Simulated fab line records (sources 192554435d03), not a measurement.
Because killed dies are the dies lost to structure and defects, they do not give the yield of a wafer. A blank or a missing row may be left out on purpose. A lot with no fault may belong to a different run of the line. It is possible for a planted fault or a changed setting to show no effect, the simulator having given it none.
A lot that was struck, set against a sound lot || flow n5_finfet || 41 steps out of a route of 1938
Sound: these wafers, L327.1, L327.3, L327.4. Wafers L316.2, L316.3, L316.5 were the ones struck. The cause comes at the end.
Each step with rows lists, per side, the tool, then ch with its chambers, then its first start. Under that, the readings that differ: sound wafers || struck wafers || difference of the means || sigmas: that difference in standard deviations of wafers without a fault.
alike: words and numbers the same on both sides, and readings whose means are apart by under 2 such deviations; not compared: readings that were withheld, readings missing a value for some wafer, numbers with overlapping values and no deviation given by the record, and bounds like >300 which may hide the same value.
The two part at a step that has a row with sigmas, a row that says differs or no value, or rows on one side only. Numbers that have no deviation but don't overlap get no sigmas and don't part them. A reading missing from all wafers of one side parts the sides only when that side holds two or more wafers.

N5_SD_EPI_P_ETCH_36: etches SiARC in CF4, target depth 45.5 nm, time 75.8 s.
  sound on rie_diel-03 ch 0,1,2, day 7 15:25; struck on rie_diel-03 ch 0,2, day 4 20:39
  alike: drypump_motor_current_A, etch_rf_on_time_s, oes_product_au, rf_vpp_V, showerhead_plenum_p_Torr, throttle_valve_pct
  not compared: rf_hours_counter_h
N5_SD_EPI_P_ETCH_37: etches SOC in N2/H2, overetch 108 nm, time 486 s.
  sound on rie_diel-03 ch 0,1,2, day 7 15:28; struck on rie_diel-03 ch 0,2, day 4 20:42
  alike: drypump_motor_current_A, oes_product_au, rf_vpp_V, showerhead_plenum_p_Torr, throttle_valve_pct
  not compared: rf_hours_counter_h
then, 3 steps without rows for these wafers: N5_SD_EPI_P_STRIP_38 (strips in N2/H2); N5_SD_EPI_P_ETCHBACK_46 (etches SiNx in CH3F/O2, stops on SiO2, target depth 17.5 nm); N5_SD_EPI_P_ETCH_47 (etches SiOCN in CH3F/O2, target depth 25 nm).
N5_SD_EPI_P_ETCH_16: etches SiO2 in CHF3/O2, target depth 5 nm.
  sound on rie_diel-03 ch 0,1,2, day 7 15:59; struck on rie_diel-03 ch 0,2, day 4 21:14
  alike: drypump_motor_current_A, oes_product_au, rf_vpp_V, showerhead_plenum_p_Torr, throttle_valve_pct
  not compared: rf_hours_counter_h
then, 6 steps without rows for these wafers: N5_SD_EPI_P_STRIP_50 (strips in CHF3/O2); N5_SD_EPI_P_SD_RECESS_17 (chemistry HBr/Cl2/O2, target depth 39.1 nm, bt time 3 s); N5_SD_EPI_P_WET_ETCH_45 (etches SiO2 in dHF, time 10.7 s, target depth 2 nm, rinse time 30 s); N5_SD_EPI_P_STRIP_40 (strips in N2/H2); N5_SD_EPI_P_PRECLEAN_52 (cleans in O3/DIW, time 60 s); N5_SD_EPI_P_SRD_20 (time 30 s).
N5_SD_EPI_P_PRECLEAN_51: cleans in NF3:NH3, afs cycles 1, time 20 s, sublimation time 60 s.
  struck on epi_rpcvd-03, day 4 21:38; sound on epi_rpcvd-02 ch 0, day 7 16:22
  no value came back on the struck wafers for afs_cycles, chamber_pressure_Torr (Torr); on the sound wafers afs_cycles reads 1 1 1
{"reading": "model.SiNx_of_SD_EPI_N_LINER_46.thk_nm (nm)", "sound": "2.6 2.6 2.6", "struck": "3 3 3", "difference": "+0", "sigmas": ""}
then, 1 step without rows for these wafers: N5_SD_EPI_P_VAPOR_ETCH_44 (etches SiGe30 in NF3/Ar, time 3.3 s).
N5_SD_EPI_P_EPI_21: deposits SiGe:B, time 355 s.
  sound on epi_rpcvd-02 ch 0, day 7 17:25; struck on epi_rpcvd-03 ch 0, day 4 22:19
{"reading": "model.SiGe-B_of_SD_EPI_P_EPI_21.thk_nm (nm)", "sound": "61.2 61 60.8", "struck": "1.8 1.6 1.8", "difference": -59.3, "sigmas": ""}
N5_SD_EPI_P_EPI_MEAS_23:
  sound on film_metro-02, day 7 20:20; struck on film_metro-01, day 5 00:10
{"reading": "thk_nm (nm)", "sound": "60.4 61.8 60.2", "struck": "1.3 0.6 0.8", "difference": -59.9, "sigmas": -54}
then, 6 steps without rows for these wafers: N5_SD_EPI_P_HM_STRIP_48 (strips SiNx in H3PO4, material SiNx, target depth 3 nm); N5_SD_EPI_P_SRD_49 (time 30 s); N5_SD_EPI_P_PRECLEAN_24 (cleans in O3/DIW, time 45 s); N5_SD_EPI_P_PRECLEAN_32 (cleans in dHF, time 10 s); N5_SD_EPI_P_PRECLEAN_33 (cleans in SC2, time 45 s); N5_SD_EPI_P_SRD_25 (time 30 s).
N5_SD_EPI_P_INSPECT_26: inspects for defects (darkfield).
  sound on defect_inspect-02, day 7 20:31; struck on defect_inspect-02, day 5 00:20
  alike: raw_defect_count
N5_SD_ACTIVATION_RTA_00: time 0 s.
  sound on rtp_anneal-01 ch 0, day 7 20:32; struck on rtp_anneal-02 ch 0, day 5 00:34
  alike: lamp_power_pct, lamp_zone_5_pct, wafer_temp_C_max
then, 1 step without rows for these wafers: N5_SD_ACTIVATION_LSA_01 (time 0.0008 s).
N5_SD_ACTIVATION_INSPECT_02: inspects for defects (darkfield).
  sound on defect_inspect-01, day 7 21:17; struck on defect_inspect-02, day 5 01:17
  alike: raw_defect_count
then, 3 steps without rows for these wafers: N5_ILD0_LINER_00 (material SiNx, target thk 4 nm, pulse time 1 s, purge time 2 s); N5_ILD0_FCVD_FILL_01 (material SiO2 flowable, target thk 200 nm, time 328.3 s); N5_ILD0_CURE_02 (time 1800 s).
N5_ILD0_CMP_03: polishes, stops on SiNx, t overpolish 1.9 s, target thk 197.38 nm.
  sound on cmp-04 ch 1,2,3, day 7 23:41; struck on cmp-03 ch 1,2, day 5 03:50
  alike: motor_current_A, overpolish_run_s, time_to_endpoint_s
N5_ILD0_THK_MEAS_04:
  sound on film_metro-02, day 7 23:58; struck on film_metro-02, day 5 04:08
  alike: thk_nm
then, 1 step without rows for these wafers: N5_ILD0_CMP_07 (polishes SiO2 flowable, stops on poly-Si, t overpolish 1.18 s, target thk 138.88 nm).
N5_ILD0_THK_MEAS_08:
  sound on film_metro-02, day 8 00:26; struck on film_metro-02, day 5 04:28
  alike: thk_nm
then, 3 steps without rows for these wafers: N5_ILD0_PRECLEAN_10 (cleans in NF3:NH3, afs cycles 5, time 20 s, sublimation time 60 s); N5_ILD0_ALD_15 (deposits SiNx, target thk 24 nm, pulse time 1 s, ald cycles 480); N5_ILD0_CMP_12 (polishes SiNx, stops on poly-Si, t overpolish 6 s, target thk 17.67 nm).
N5_ILD0_THK_MEAS_13:
  sound on film_metro-02, day 8 03:43; struck on film_metro-02, day 5 07:42
  alike: thk_nm
N5_ILD0_INSPECT_06: inspects for defects (darkfield).
  sound on defect_inspect-02, day 8 03:44; struck on defect_inspect-01, day 5 07:43
  alike: raw_defect_count
then, 2 steps without rows for these wafers: N5_SDB_HM_DEP_00 (deposits SiNx from SiH4/NH3/N2, target thk 40 nm, time 35.3 s); N5_SDB_COAT_03 (time 60 s, resist thk 100 nm).
N5_MOL_CONTACT_COAG_ETCH_110: etches Si in CF4/O2, target depth 2.5 nm, time 8 s.
  sound on rie_diel-02 ch 0,1,2, day 9 01:55; struck on rie_diel-04 ch 2,3, day 6 06:29
{"reading": "model.SiGe-B_of_SD_EPI_P_EPI_21.thk_nm (nm)", "sound": "58.2 58 58", "struck": "1.6 1.4 1.8", "difference": -56.5, "sigmas": ""}
  alike: drypump_motor_current_A, oes_product_au, rf_vpp_V, showerhead_plenum_p_Torr, throttle_valve_pct
  not compared: rf_hours_counter_h

## WHERE THEY PART
Earliest at N5_SD_EPI_P_PRECLEAN_51; latest, in this record, at N5_SD_EPI_P_EPI_MEAS_23. Later steps at which nothing parts them and some readings are alike: N5_SD_EPI_P_INSPECT_26, N5_SD_ACTIVATION_RTA_00, N5_SD_ACTIVATION_INSPECT_02, N5_ILD0_CMP_03, N5_ILD0_THK_MEAS_04, N5_ILD0_THK_MEAS_08, N5_ILD0_THK_MEAS_13, N5_ILD0_INSPECT_06, N5_MOL_CONTACT_COAG_ETCH_110.

WHY: what the simulator had put in
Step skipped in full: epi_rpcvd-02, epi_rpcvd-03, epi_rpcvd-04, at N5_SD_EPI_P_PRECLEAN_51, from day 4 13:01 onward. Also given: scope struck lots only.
